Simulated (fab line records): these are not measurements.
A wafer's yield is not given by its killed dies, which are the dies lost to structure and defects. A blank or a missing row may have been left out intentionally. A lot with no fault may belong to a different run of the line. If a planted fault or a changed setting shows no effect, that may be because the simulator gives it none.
Chamber matching :: flow nand harc :: 3 sister chambers for NHARC_A_STAIRCASE_DEP_151 on pecvd-02
The step deposits SiO2, target thk 3800 nm. 3 wafers are shown with their chamber, then 9 later ones without.

EACH WAFER AND ITS CHAMBER
wafer: L081.5
chamber: 0
heater power w (W): 571

wafer: L088.1
chamber: 1
heater power w (W): 706

wafer: L088.4
chamber: 2
heater power w (W): 541

WAFERS MISSING THEIR CHAMBER
wafer: L091.1
heater power w (W): 736

wafer: L091.3
heater power w (W): 586

wafer: L091.5
heater power w (W): 525

wafer: L092.2
heater power w (W): 795

wafer: L092.4
heater power w (W): 645

wafer: L092.5
heater power w (W): 550

wafer: L094.1
heater power w (W): 605

wafer: L094.3
heater power w (W): 805

wafer: L094.5
heater power w (W): 544

WHICH CHAMBER EACH ONE RAN IN
wafer: L091.1
from the rows above: 1
in truth: 1

wafer: L091.3
from the rows above: can't be placed: 0 or 2
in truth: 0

wafer: L091.5
from the rows above: can't be placed: 2 or 0
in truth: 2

wafer: L092.2
from the rows above: 1
in truth: 1

wafer: L092.4
from the rows above: can't be placed: 1 or 0 or 2
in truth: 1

wafer: L092.5
from the rows above: can't be placed: 2 or 0
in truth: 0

wafer: L094.1
from the rows above: can't be placed: 0 or 2 or 1
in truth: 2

wafer: L094.3
from the rows above: 1
in truth: 1

wafer: L094.5
from the rows above: can't be placed: 2 or 0
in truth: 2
3 of 9 placed correctly. From these rows, 6 cannot be placed; in 6 the true chamber is one of the candidates. 0 placed wrongly.
How it was worked out, from the rows above alone: a wafer's distance from a chamber is the root of the sum, over the readings, of the square of ((its reading less the chamber's mean) divided by the reading's scatter). If the next closest chamber is less than 2 further off than the closest, the wafer can't be placed; otherwise it belongs to the closest. For every chamber, the mean is computed from those of its wafers that are shown. The scatter (one wafer shown for each chamber): square how far every hidden wafer sits from the nearest shown wafer, average those squares and take the square root.
